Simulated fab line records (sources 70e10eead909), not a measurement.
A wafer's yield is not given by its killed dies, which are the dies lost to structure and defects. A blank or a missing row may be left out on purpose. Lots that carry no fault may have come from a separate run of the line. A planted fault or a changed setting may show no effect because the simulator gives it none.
fab line records | flow nand-harc
record lots=6 wafers=18 last-day=31
route steps=1302 shown A_CONTACT@1002 END@1302
lots that met no fault: from a run of the same line without faults
start-h: hours from the record's opening day to when the first of the lot's shown wafers began | wait-h: time in hours since the lot's previous step | " the same as in the row above | L1.1+2: several wafers, shown together as one row | - value missing, or start not given | * or withheld: withheld | < > ~ a bound
route shown NAME@n: NAME is a module with steps in the file, n the number in the route of the first one | usual: average and standard deviation across the fault-free wafers | same: alike in all rows | chamber/n: place in a boat | sites: each site's reading | _std_site: the standard deviation of these | _edge_site: the outer-site mean with the inner-site mean subtracted | radius-mm: how far each site lies from the wafer's centre | mask NAME#n: copy n | behind: the most recent tool/chamber to have shaped the wafer | hold: why the lot was held/for how many hours/how that ended | device: transistor that didn't switch, given as n, p or np | end of line: the tests these same wafers got at the end of their route | for a step that has no rows: nothing shown but its recipe | killed: dies that structure and defects cost at the first sort, which is not the same as the wafer's yield | map: a wafer's dies, marking killed ones x, the rest . and places with no die _
set.NAME: setting as actually run; set.NAME@STEP: the setting as run at that earlier step | model.NAME: the simulator's own value behind a step, which no gauge read
a table for each step, a row for each wafer; lots at some steps of the route
services: from which hour (start-h, from the record's first day; less than 0 if before it) a tool's chamber was out of use, for how many hours, and why
## steps
# step NHARC_A_CONTACT_ETCH_49
# recipe target-depth-a=2600 over-etch-frac=0.3 time-s=475.3 ion-energy-ev=200 n2-flow-sccm=150 h2-flow-sccm=150 ar-flow-sccm=0 rf-w=400 bias-w=150 chemistry=N2/H2
# usual chamber-pressure-mTorr=29.999/0.027 drypump-motor-current-A=5.6/0.44 n2-flow-sccm=150.0/0.44 oes-product-au=1.001/0.0088 rf-vpp-V=430.1/2.8 showerhead-plenum-p-Torr=2.02/0.099 throttle-valve-pct=14.171/0.0091
# columns lot.wafer tool chamber start-h wait-h chamber-pressure-mTorr drypump-motor-current-A n2-flow-sccm oes-product-au rf-hours-counter-h rf-vpp-V showerhead-plenum-p-Torr throttle-valve-pct
L395.2 rie-diel-07 3 - - 29.997 4.7 149.5 0.997 25 427.7 1.94 14.173
L395.1 " 2 " " 29.952 6.1 149.9 0.988 24 432.7 2.10 14.186
L395.6 " 2 " " 29.985 6.1 150.6 0.988 - 432.0 2.10 14.182
L399.3 rie-diel-01 2 - - 29.993 5.9 150.0 1.024 2 434.1 2.13 14.181
L399.2 " 0 " " 29.986 4.9 149.5 1.024 2 430.1 1.98 14.183
L399.5 " 3 " " 30.018 5.6 150.6 0.998 - 431.6 2.09 14.164
L405.4 rie-diel-02 1 - - 30.023 6.2 150.7 0.998 6 427.7 1.96 14.180
L405.5 " 1 " " 30.025 6.2 150.3 1.013 - 427.9 1.96 14.158
L405.6 " 2 " " 30.048 5.4 150.2 0.995 - 427.2 1.94 14.174
L406.3 rie-diel-02 2 - - 30.049 5.4 149.7 0.995 10 429.4 1.94 14.169
L406.1 " 0 " " 29.966 5.7 149.3 0.998 8 424.7 1.88 14.179
L406.6 " 2 " " 29.990 5.4 149.8 0.993 - 427.2 1.94 14.173
L410.4 rie-diel-07 0 - - 29.987 4.8 148.8 0.995 2 430.0 2.09 14.155
L410.2 " 1 " " 29.996 5.7 149.8 0.998 2 433.2 2.17 14.165
L410.1 " 2 " " 29.972 6.1 150.7 0.999 2 432.3 2.08 14.154
L412.2 rie-diel-02 2 - - 29.956 5.4 148.7 0.995 20 427.4 1.94 14.163
L412.1 " 3 " " 30.027 5.8 149.9 0.999 21 427.7 1.96 14.177
L412.3 " 0 " " 29.948 5.7 149.8 1.001 15 425.1 1.88 14.174
# step NHARC_A_CONTACT_ETCH_50
# recipe target-depth-a=1210 time-s=60.5 cf4-flow-sccm=100 chf3-flow-sccm=30 ar-flow-sccm=0 rf-w=500 bias-w=200 chemistry=CF4/CHF3
# step NHARC_A_CONTACT_ETCH_51
# recipe target-depth-a=70000 over-etch-frac=0.3 time-s=1820 ion-energy-ev=150 o2-flow-sccm=400 cos-flow-sccm=20 ar-flow-sccm=0 rf-w=500 bias-w=300 chemistry=O2/COS
# usual chamber-pressure-mTorr=20.000/0.019 drypump-motor-current-A=5.6/0.44 o2-flow-sccm=399.9/1.3 oes-product-au=1.002/0.01 rf-vpp-V=313.9/2.3 showerhead-plenum-p-Torr=3.10/0.15 throttle-valve-pct=28.330/0.0082
# columns lot.wafer tool chamber start-h wait-h chamber-pressure-mTorr drypump-motor-current-A o2-flow-sccm oes-product-au rf-hours-counter-h rf-vpp-V showerhead-plenum-p-Torr throttle-valve-pct
L395.1 rie-diel-07 2 - - 20.009 6.1 400.4 0.975 24 315.8 3.20 28.327
L395.2 " 1 " " 20.000 5.7 398.7 1.007 21 316.6 3.33 28.325
L395.6 " 3 " " 19.987 4.7 398.0 0.983 - 312.4 2.98 28.341
L399.2 rie-diel-01 3 - - 20.016 5.5 402.0 1.008 3 313.5 3.20 28.340
L399.3 " 1 " " 20.021 5.8 399.3 1.026 3 316.9 3.37 28.340
L399.5 " 3 " " 20.026 5.5 401.0 1.008 - 314.8 3.20 28.329
L405.4 rie-diel-02 0 - - 20.018 5.7 400.4 0.990 7 309.6 2.90 28.330
L405.6 " 1 " " 19.984 6.2 399.7 1.004 - 313.3 3.01 28.320
L405.5 " 2 " " 20.001 5.4 400.6 0.999 - 312.1 2.99 28.325
L406.3 rie-diel-02 3 - - 19.998 5.9 399.8 0.987 10 311.4 3.02 28.349
L406.1 " 0 " " 19.974 5.7 400.2 1.006 8 310.8 2.89 28.323
L406.6 " 0 " " 20.000 5.7 402.9 0.994 - 310.8 2.90 28.329
L410.4 rie-diel-07 3 - - 19.999 4.7 399.9 1.007 2 312.1 2.96 28.330
L410.2 " 0 " " 19.950 4.8 399.7 0.985 2 315.2 3.19 28.328
L410.1 " 1 " " 19.987 5.7 398.4 0.996 2 317.2 3.31 28.324
L412.2 rie-diel-02 0 - - 19.986 5.7 399.4 0.996 16 310.6 2.89 28.334
L412.3 " 1 " " 20.011 6.2 398.7 1.002 19 313.8 3.01 28.344
L412.1 " 2 " " 20.030 5.4 400.7 0.998 21 312.0 2.98 28.334
# step NHARC_A_CONTACT_ETCH_111
# recipe source-w=withheld pressure-mtorr=20 bias-v=withheld time-s=140 target-depth-a=7000 ar-flow-sccm=withheld c4f8-flow-sccm=withheld o2-flow-sccm=withheld chemistry=C4F8/O2/Ar
# usual chamber-pressure-mTorr=20.000/0.019
# columns lot.wafer tool chamber start-h wait-h chamber-pressure-mTorr rf-hours-counter-h
L395.2 har-cap-etch-02 0 522.04 - 19.993 93
L395.1 " 1 " " 20.008 93
L395.6 " 1 " " 20.023 -
L399.2 har-cap-etch-03 1 552.15 - 20.025 58
L399.3 " 0 " " 19.988 -
L399.5 " 1 " " 19.981 -
L405.4 har-cap-etch-03 0 594.29 - 20.021 -
L405.6 " 0 " " 20.011 -
L405.5 " 1 " " 20.018 -
L406.1 har-cap-etch-02 0 600.97 - 19.992 108
L406.3 " 1 " " 19.978 -
L406.6 " 1 " " 20.028 -
L410.1 har-cap-etch-03 1 643.89 - 20.018 76
L410.2 " 0 " " 19.952 76
L410.4 " 0 " " 19.988 -
L412.2 har-cap-etch-03 0 671.94 - 20.016 81
L412.1 " 1 " " 19.981 81
L412.3 " 0 " " 19.979 -
# step NHARC_A_CONTACT_ETCH_112
# recipe source-w=withheld pressure-mtorr=20 bias-v=3000 time-s=190 target-depth-a=18500 ar-flow-sccm=withheld c4f8-flow-sccm=withheld o2-flow-sccm=withheld chemistry=C4F8/O2/Ar
# step NHARC_A_CONTACT_ETCH_113
# recipe source-w=withheld pressure-mtorr=20 bias-v=3000 time-s=190 target-depth-a=18500 ar-flow-sccm=withheld c4f8-flow-sccm=withheld o2-flow-sccm=withheld chemistry=C4F8/O2/Ar
# step NHARC_A_CONTACT_ETCH_114
# recipe source-w=withheld pressure-mtorr=20 bias-v=3000 time-s=190 target-depth-a=18500 ar-flow-sccm=withheld c4f8-flow-sccm=withheld o2-flow-sccm=withheld chemistry=C4F8/O2/Ar
# usual chamber-pressure-mTorr=20.002/0.018
# columns lot.wafer tool chamber start-h wait-h chamber-pressure-mTorr rf-hours-counter-h
L395.2 har-cap-etch-02 0 522.59 0.1 20.012 93
L395.1 " 1 " " 20.014 93
L395.6 " 1 " " 20.020 -
L399.2 har-cap-etch-03 1 552.69 0.1 19.988 58
L399.3 " 0 " " 20.006 -
L399.5 " 1 " " 20.018 -
L405.4 har-cap-etch-03 0 594.82 0.1 19.980 -
L405.6 " 0 " " 19.986 -
L405.5 " 1 " " 19.989 -
L406.1 har-cap-etch-02 0 601.52 0.1 20.019 108
L406.3 " 1 " " 20.001 -
L406.6 " 1 " " 19.993 -
L410.1 har-cap-etch-03 1 644.43 0.1 20.018 77
L410.2 " 0 " " 19.987 77
L410.4 " 0 " " 20.005 -
L412.2 har-cap-etch-03 0 672.49 0.1 19.997 81
L412.1 " 1 " " 20.019 81
L412.3 " 0 " " 20.037 -
# step NHARC_A_CONTACT_ETCH_115
# recipe source-w=withheld pressure-mtorr=20 bias-v=3000 time-s=190 target-depth-a=18500 ar-flow-sccm=withheld c4f8-flow-sccm=withheld o2-flow-sccm=withheld chemistry=C4F8/O2/Ar
# step NHARC_A_CONTACT_ETCH_116
# recipe source-w=withheld pressure-mtorr=20 bias-v=3000 time-s=190 target-depth-a=18500 ar-flow-sccm=withheld c4f8-flow-sccm=withheld o2-flow-sccm=withheld chemistry=C4F8/O2/Ar
# step NHARC_A_CONTACT_ETCH_117
# recipe source-w=withheld pressure-mtorr=20 bias-v=3000 time-s=190 target-depth-a=18500 ar-flow-sccm=withheld c4f8-flow-sccm=withheld o2-flow-sccm=withheld chemistry=C4F8/O2/Ar
# step NHARC_A_CONTACT_ETCH_118
# recipe source-w=withheld pressure-mtorr=20 bias-v=3000 time-s=190 target-depth-a=18500 ar-flow-sccm=withheld c4f8-flow-sccm=withheld o2-flow-sccm=withheld chemistry=C4F8/O2/Ar
# step NHARC_A_CONTACT_ETCH_119
# recipe source-w=withheld pressure-mtorr=20 bias-v=3000 time-s=190 target-depth-a=18500 ar-flow-sccm=withheld c4f8-flow-sccm=withheld o2-flow-sccm=withheld chemistry=C4F8/O2/Ar
# step NHARC_A_CONTACT_ETCH_120
# recipe source-w=withheld pressure-mtorr=20 bias-v=3000 time-s=190 target-depth-a=18500 ar-flow-sccm=withheld c4f8-flow-sccm=withheld o2-flow-sccm=withheld chemistry=C4F8/O2/Ar
# usual chamber-pressure-mTorr=19.999/0.019
# columns lot.wafer tool chamber start-h wait-h chamber-pressure-mTorr rf-hours-counter-h
L395.2 har-cap-etch-02 0 523.61 0.1 20.000 94
L395.1 " 1 " " 20.001 94
L395.6 " 1 " " 19.990 -
L399.2 har-cap-etch-03 1 553.72 0.1 19.991 59
L399.3 " 0 " " 19.995 -
L399.5 " 1 " " 20.000 -
L405.4 har-cap-etch-03 0 595.85 0.1 20.012 -
L405.6 " 0 " " 20.005 -
L405.5 " 1 " " 19.985 -
L406.1 har-cap-etch-02 0 602.55 0.1 19.995 109
L406.3 " 1 " " 20.020 -
L406.6 " 1 " " 19.975 -
L410.1 har-cap-etch-03 1 645.45 0.1 19.993 78
L410.2 " 0 " " 19.981 78
L410.4 " 0 " " 19.985 -
L412.2 har-cap-etch-03 0 673.51 0.1 20.005 82
L412.1 " 1 " " 20.015 82
L412.3 " 0 " " 20.002 -
# step NHARC_A_CONTACT_ETCH_121
# recipe source-w=withheld pressure-mtorr=20 bias-v=3000 time-s=190 target-depth-a=18500 ar-flow-sccm=withheld c4f8-flow-sccm=withheld o2-flow-sccm=withheld chemistry=C4F8/O2/Ar
# step NHARC_A_CONTACT_ETCH_122
# recipe source-w=withheld pressure-mtorr=20 bias-v=3000 time-s=190 target-depth-a=18500 ar-flow-sccm=withheld c4f8-flow-sccm=withheld o2-flow-sccm=withheld chemistry=C4F8/O2/Ar
# step NHARC_A_CONTACT_ETCH_123
# recipe source-w=withheld pressure-mtorr=20 bias-v=400 time-s=490 target-depth-a=21100 ar-flow-sccm=withheld c4f8-flow-sccm=11.5 o2-flow-sccm=7.2 chemistry=C4F8/O2/Ar
# step NHARC_A_CONTACT_ETCH_90
# recipe target-depth-a=400 over-etch-frac=0.5 time-s=85.7 ion-energy-ev=120 ch3f-flow-sccm=50 o2-flow-sccm=30 ar-flow-sccm=200 rf-w=500 bias-w=100 chemistry=CH3F/O2
# step NHARC_A_CONTACT_ETCH_96
# recipe target-depth-a=200 over-etch-frac=0.5 time-s=10 ion-energy-ev=250 c4f6-flow-sccm=25 o2-flow-sccm=20 ar-flow-sccm=500 rf-w=600 bias-w=500 chemistry=C4F6/O2
# step NHARC_A_CONTACT_CD_MEAS_53
# usual cd-nm=289.6/1
# columns lot.wafer tool chamber start-h wait-h cd-nm
L395.1 cd-sem-03 - 525.32 - 289.2
L395.2 " - " " 291.0
L395.6 " - " " 290.6
L399.2 cd-sem-03 - 555.50 - 290.8
L399.3 " - " " 290.8
L399.5 " - " " 291.4
L405.4 cd-sem-02 - 597.55 - 290.1
L405.5 " - " " 289.7
L405.6 " - " " 291.4
L406.1 cd-sem-03 - 604.25 - 289.4
L406.3 " - " " 289.4
L406.6 " - " " 289.2
L410.1 cd-sem-01 - 647.19 - 290.2
L410.2 " - " " 289.4
L410.4 " - " " 289.4
L412.1 cd-sem-03 - 675.21 - 291.0
L412.2 " - " " 291.4
L412.3 " - " " 291.2
# step NHARC_A_CONTACT_STRIP_99
# recipe n2-flow-sccm=150 h2-flow-sccm=150 ar-flow-sccm=0 bias-w=0 chemistry=N2/H2
# step NHARC_A_CONTACT_STRIP_100
# recipe cf4-flow-sccm=100 chf3-flow-sccm=30 ar-flow-sccm=0 bias-w=0 chemistry=CF4/CHF3
# step NHARC_A_CONTACT_STRIP_101
# recipe o2-flow-sccm=400 cos-flow-sccm=20 ar-flow-sccm=0 bias-w=0 chemistry=O2/COS
# step NHARC_A_CONTACT_ETCH_102
# recipe target-depth-a=1000 overetch-a=100 time-s=55 ion-energy-ev=100 cf4-flow-sccm=80 o2-flow-sccm=20 ar-flow-sccm=0 rf-w=300 bias-w=100 chemistry=CF4/O2
# step NHARC_A_CONTACT_STRIP_55
# recipe o2-flow-sccm=500 ar-flow-sccm=0 bias-w=0 chemistry=O2
# step NHARC_A_CONTACT_STRIP_56
# recipe time-s=600 temp-c=30 chemistry=post-etch-residue-remover
# step NHARC_A_CONTACT_DEP_57
# recipe target-thk-a=53000 temp-c=400 material=aC
# usual throttle-valve-pct=34.999/0.009
# columns lot.wafer tool chamber start-h wait-h throttle-valve-pct
L395.1 acl-dep-03 0 528.46 - 34.987
L395.2 " 0 " " 35.002
L395.6 " 0 531.20 - 35.012
L399.2 acl-dep-02 0 557.80 - 34.999
L399.3 " 0 " " 34.981
L399.5 " 0 559.42 - 34.996
L405.4 acl-dep-02 0 603.18 - 35.002
L405.5 " 0 " " 34.989
L405.6 " 0 " " 34.994
L406.1 acl-dep-02 0 608.56 - 34.995
L406.3 " 0 609.63 - 34.991
L406.6 " 0 611.25 - 35.006
L410.1 acl-dep-01 0 648.16 - 34.996
L410.2 " 0 " " 35.010
L410.4 " 0 649.77 - 34.996
L412.1 acl-dep-01 0 676.17 - 35.002
L412.2 " 0 " " 35.013
L412.3 " 0 " " 34.990
# step NHARC_A_CONTACT_DEP_58
# recipe target-thk-a=900 target-thk-nm=90 temp-c=400 pressure-torr=3.5 flow-sccm=200 rf-w=350 material=SiON
# step NHARC_A_CONTACT_DEHYDRATE_59
# recipe temp-c=150 time-s=120
# step NHARC_A_CONTACT_HMDS_60
# recipe time-s=30
# step NHARC_A_CONTACT_COAT_61
# recipe temp-c=260 time-s=75
# step NHARC_A_CONTACT_COAT_62
# recipe temp-c=225 time-s=65
# step NHARC_A_CONTACT_COAT_63
# recipe spin-rpm=1500 resist-thk-nm=90
# step NHARC_A_CONTACT_SOFTBAKE_64
# recipe temp-c=105 time-s=55
# step NHARC_A_CONTACT_EBR_65
# step NHARC_A_CONTACT_EXPOSE_66
# recipe na=1.35 sigma-outer=0.8 dose-mj=59.02 mask-id=A_CC_2
# step NHARC_A_CONTACT_PEB_67
# recipe peb-temp-c=100 peb-time-s=65
# step NHARC_A_CONTACT_DEVELOP_68
# recipe develop-time-s=35 dev-temp-c=23
# step NHARC_A_CONTACT_CD_MEAS_69
# recipe target-cd-nm=300 landing-energy-ev=500
# usual cd-nm=299.7/0.53
# columns lot.wafer tool chamber start-h wait-h cd-nm
L395.1 cd-sem-01 0 532.49 - 299.7
L395.2 " 0 " " 299.8
L395.6 " 0 " " 299.5
L399.2 cd-sem-03 0 561.24 - 299.1
L399.3 " 0 " " 300.0
L399.5 " 0 " " 299.3
L405.4 cd-sem-02 0 605.55 - 300.1
L405.5 " 0 " " 300.3
L405.6 " 0 " " 300.0
L406.1 cd-sem-01 0 612.52 - 298.8
L406.3 " 0 " " 299.5
L406.6 " 0 " " 299.6
L410.1 cd-sem-03 0 652.24 - 298.9
L410.2 " 0 " " 299.3
L410.4 " 0 " " 300.1
L412.1 cd-sem-03 0 680.07 - 299.9
L412.2 " 0 " " 299.8
L412.3 " 0 " " 300.2
# step NHARC_A_CONTACT_OVL_MEAS_70
# usual overlay-x-nm=0.1/0.74 overlay-y-nm=-0.1/0.85
# columns lot.wafer tool chamber start-h wait-h overlay-x-nm overlay-y-nm
L395.1 overlay-02 - 532.58 - 0.1 1.1
L395.2 " - " " 0.2 1.6
L395.6 " - " " -0.1 2.0
L399.2 overlay-02 - 561.33 - 1.0 -0.8
L399.3 " - " " 1.1 -0.3
L399.5 " - " " 0.9 -0.8
L405.4 overlay-01 - 605.63 - 1.4 -0.3
L405.5 " - " " 1.8 -0.2
L405.6 " - " " 2.5 -0.3
L406.1 overlay-02 - 612.61 - 0.0 0.2
L406.3 " - " " -0.2 0.4
L406.6 " - " " -0.6 0.2
L410.1 overlay-02 - 652.33 - 0.2 1.2
L410.2 " - " " 0.3 0.6
L410.4 " - " " 0.0 1.0
L412.1 overlay-01 - 680.16 - 1.1 -0.2
L412.2 " - " " 0.9 0.3
L412.3 " - " " 0.2 0.0
# step NHARC_A_CONTACT_DESCUM_74
# recipe time-s=3 o2-flow-sccm=200 ar-flow-sccm=0 bias-power-w=0 chemistry=O2
# step NHARC_A_CONTACT_ETCH_75
# recipe target-depth-a=390 over-etch-frac=0.3 time-s=65 ion-energy-ev=80 cf4-flow-sccm=150 ar-flow-sccm=0 rf-w=300 bias-w=100 chemistry=CF4
# step NHARC_END_SORT_01
# recipe temp-c=25
# usual killed-at-array=62/18 killed-at-other=0.9/1.2 killed-at-periphery=4.2/2.9 killed-dies=67/17 killed-open=3.6/1.9 killed-short=2.5/1.6
# same gross-dies=677
# columns lot.wafer tool chamber start-h wait-h killed-at-array killed-at-other killed-at-periphery killed-dies killed-open killed-short
L399.2 prober-02 0 625.61 2.8 86 0 0 86 4 2
L399.3 prober-02 0 626.41 3.1 85 1 1 87 1 1
L399.5 prober-02 0 628.03 3.7 81 0 1 82 2 3
L406.1 prober-01 0 674.73 2.5 28 0 9 37 8 0
L406.3 prober-01 0 676.32 3.1 42 0 10 52 4 4
L406.6 prober-01 0 678.71 4.0 28 0 6 34 3 2
L410.1 prober-02 0 709.95 2.5 65 4 3 72 4 2
L410.2 prober-02 0 710.76 2.8 137 5 7 149 0 1
L410.4 prober-02 0 712.38 3.4 134 3 9 146 5 2
L412.2 prober-01 0 740.26 2.8 175 2 0 177 2 4
L412.3 prober-01 0 741.05 3.1 191 1 0 192 4 3
# killed by level:class
L399.2 A_CHANNEL_HOLE_D1:chamber-film-flake=30 A_SLIT:chamber-film-flake=29 A_CHANNEL_HOLE_D2:chamber-film-flake=12 A_WL_FILL:chamber-film-flake=6 A_ONON_D1:geometric-particle:open=2 A_STAIRCASE:chamber-film-flake=2 A_CHANNEL_FILL_D2:geometric-particle:short=1 A_SGD_CUT:geometric-particle:open=1
L399.3 A_CHANNEL_HOLE_D1:chamber-film-flake=30 A_SLIT:chamber-film-flake=29 A_CHANNEL_HOLE_D2:chamber-film-flake=15 A_M1:chamber-film-flake=3 A_CONTACT:chamber-film-flake=2 A_ONON_D2:geometric-particle:short=1 A_M0:geometric-particle:open=1 P_GATE:chamber-film-flake=1
L399.5 A_CHANNEL_HOLE_D1:chamber-film-flake=32 A_SLIT:chamber-film-flake=28 A_CHANNEL_HOLE_D2:chamber-film-flake=9 A_WL_FILL:geometric-particle:short=3 A_WL_FILL:chamber-film-flake=3 A_WL_FILL:geometric-particle:open=1 A_M0:geometric-particle:open=1 P_ZERO_WELL:chamber-film-flake=1
L406.1 A_CONTACT:chamber-film-flake=8 A_CHANNEL_HOLE_D1:chamber-film-flake=7 A_STAIRCASE:chamber-film-flake=5 P_CONTACT:geometric-particle:open=2 P_M0:geometric-particle:open=2 P_GATE:chamber-film-flake=2 P_BONDPAD:chamber-film-flake=2 A_CHANNEL_HOLE_D2:chamber-film-flake=2
L406.3 A_CHANNEL_HOLE_D1:chamber-film-flake=14 P_GATE:chamber-film-flake=8 A_CHANNEL_HOLE_D2:chamber-film-flake=6 A_CONTACT:chamber-film-flake=6 A_SLIT:chamber-film-flake=4 A_CHANNEL_FILL_D1:chamber-film-flake=3 A_STAIRCASE:chamber-film-flake=3 P_M0:geometric-particle:open=2
L406.6 A_CHANNEL_HOLE_D1:chamber-film-flake=9 A_CONTACT:chamber-film-flake=7 P_GATE:chamber-film-flake=5 A_SLIT:chamber-film-flake=4 A_CHANNEL_FILL_D1:chamber-film-flake=2 A_ONON_D1:geometric-particle:open=1 A_DECK1_JOINT:geometric-particle:short=1 A_ONON_D2:geometric-particle:open=1
L410.1 A_SLIT:chamber-film-flake=40 A_CHANNEL_HOLE_D1:chamber-film-flake=12 A_STAIRCASE:chamber-film-flake=6 THIN_TSV:chamber-film-flake=3 A_CHANNEL_FILL_D2:geometric-particle:open=2 A_CHANNEL_FILL_D1:chamber-film-flake=2 A_CONTACT:chamber-film-flake=2 P_CONTACT:geometric-particle:open=1
L410.2 A_CONTACT:unspecified=91 A_SLIT:chamber-film-flake=25 A_CHANNEL_HOLE_D1:chamber-film-flake=12 P_BONDPAD:chamber-film-flake=5 THIN_TSV:chamber-film-flake=5 A_STAIRCASE:chamber-film-flake=4 A_CONTACT:chamber-film-flake=3 P_GATE:chamber-film-flake=2
L410.4 A_CONTACT:unspecified=86 A_SLIT:chamber-film-flake=28 A_CHANNEL_HOLE_D1:chamber-film-flake=8 P_BONDPAD:chamber-film-flake=6 A_STAIRCASE:chamber-film-flake=5 A_CONTACT:chamber-film-flake=4 THIN_TSV:chamber-film-flake=2 P_STI:geometric-particle:open=1
L412.2 A_CONTACT:unspecified=92 A_SLIT:chamber-film-flake=30 A_CHANNEL_HOLE_D2:chamber-film-flake=22 A_CHANNEL_HOLE_D1:chamber-film-flake=15 A_CONTACT:chamber-film-flake=5 A_STAIRCASE:chamber-film-flake=3 A_DECK1_JOINT:chamber-film-flake=2 THIN_TSV:chamber-film-flake=2
L412.3 A_CONTACT:unspecified=90 A_CHANNEL_HOLE_D1:chamber-film-flake=34 A_SLIT:chamber-film-flake=27 A_CHANNEL_HOLE_D2:chamber-film-flake=25 A_STAIRCASE:chamber-film-flake=4 A_CHANNEL_FILL_D1:chamber-film-flake=2 A_CHANNEL_FILL_D2:chamber-film-flake=2 A_ONON_D1:geometric-particle:open=1
# map L410.2 (x killed, . not)
____________.____________
_________....x.._________
_______.........x._______
______.......x.....______
_____.....x........._____
____........x........____
____.................____
___.x.................___
___...................___
__.....................__
__.....................__
_......................x_
_............x.......x.._
_...................x.x._
_.......x....x......x.x._
_.....x............x.xxx_
....x.xxx.........x..xxxx
x.xxxxxxxx............xx.
....xxxxxx.........xxxxx.
..xxxxxxxx.......x.x..xxx
...xxxxxxxx........xxxxx.
_.xxxxxxxxx......x.....x_
_.xxxxxxxxx.........xx.x_
_.xxxxxxxxxx........x..._
_..xxxxxxxx........xx..._
_...xxxxxxx............._
__..xxxxxx..........x..__
__..x.xxxx.............__
___....xx.x...........___
___...x..x....x.......___
____x................____
____.........x.......____
_____..x............_____
______.............______
_______..........._______
_________......._________
____________.____________
# map L412.3 (x killed, . not)
____________.____________
_________......._________
_______..........._______
______.............______
_____..............._____
____.x.xx............____
____.xx..............____
___.xxx............x..___
___..x.xxx..........x.___
__xxxxxx...............__
__.xxxxx.......x.......__
_...xxxx.x.............._
_..xxx...............xx._
_.x.x..................._
_....x.x........x..x...._
_....x.xx.........x....._
.....xxxxx..........xxx..
....xxxxx.........xx.....
....xxxxxx.......xxxxx...
..xxxxxxxxxx......xxx.x..
..x.xxxxxxxx......xxxxx..
_.xxxxxxxxxx......xxxxx._
_..xxxxxxxxx......xxxx.x_
_..xxxxxxxx......xxxxxxx_
_.xxxxxxxxx.x.....xxxxxx_
_x..xxxxxxx.......xxx..._
__.xxxxxx........xx....__
__...x.x.............xx__
___x.x.x.x.....x...x..___
___..................x___
____.................____
____..............x..____
_____.....x........._____
______.............______
_______..........._______
_________......._________
____________.____________
## services
# columns tool chamber start-h hours kind
rie-diel-02 0 501.53 - clean
rie-diel-02 1 501.53 - clean
rie-diel-02 2 501.53 - clean
rie-diel-02 3 501.53 - clean
rie-diel-07 0 505.31 35.7 repair
rie-diel-02 0 526.03 - clean
rie-diel-02 1 526.03 - clean
rie-diel-02 2 526.03 - clean
rie-diel-02 3 526.03 - clean
acl-dep-01 - 532.11 13.0 pm
rie-diel-01 - 534.69 9.0 pm
rie-diel-02 - 546.98 9.0 pm
rie-diel-02 0 546.98 9.0 vent-cycle
rie-diel-02 1 546.98 9.0 vent-cycle
rie-diel-02 2 546.98 9.0 vent-cycle
rie-diel-02 3 546.98 9.0 vent-cycle
acl-dep-02 - 581.65 13.0 pm
rie-diel-07 2 584.69 5.3 repair
rie-diel-07 0 597.19 8.2 repair
rie-diel-07 - 604.30 0.7 repair
rie-diel-07 - 625.76 9.0 pm
har-cap-etch-03 - 638.46 0.5 repair
rie-diel-02 0 642.01 23.0 repair
acl-dep-03 - 644.76 13.0 pm
## key
first-sign step=NHARC_END_SORT_01 reading=killed-dies direction=up sigmas=5.8 usual=67 struck=166
effect step=NHARC_END_SORT_01 reading=killed-at-array direction=up sigmas=5.5 usual=62 struck=159
more-kills-born-at NHARC_A_CONTACT_ETCH_120@har-cap-etch-03=356
met-at NHARC_A_CONTACT_ETCH_120
struck-wafers L410.2,L410.4,L412.2,L412.3
tester-left-out L410,L412
onset-between 595.85 645.45
fault kind=chamber-particle-source tool=har-cap-etch-03 chamber=0 onset-h=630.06 steps=NHARC_A_CONTACT_ETCH_120 rate-per-visit-cm2=1.0404 end-h=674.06
# tester-left-out: of these lots the tester's yield and bins aren't shown, on N5 and GAA mostly nor the transistor test; their killed dies are dies lost to structure and defects alone, not to doping, threshold or leakage, so they don't give the yield
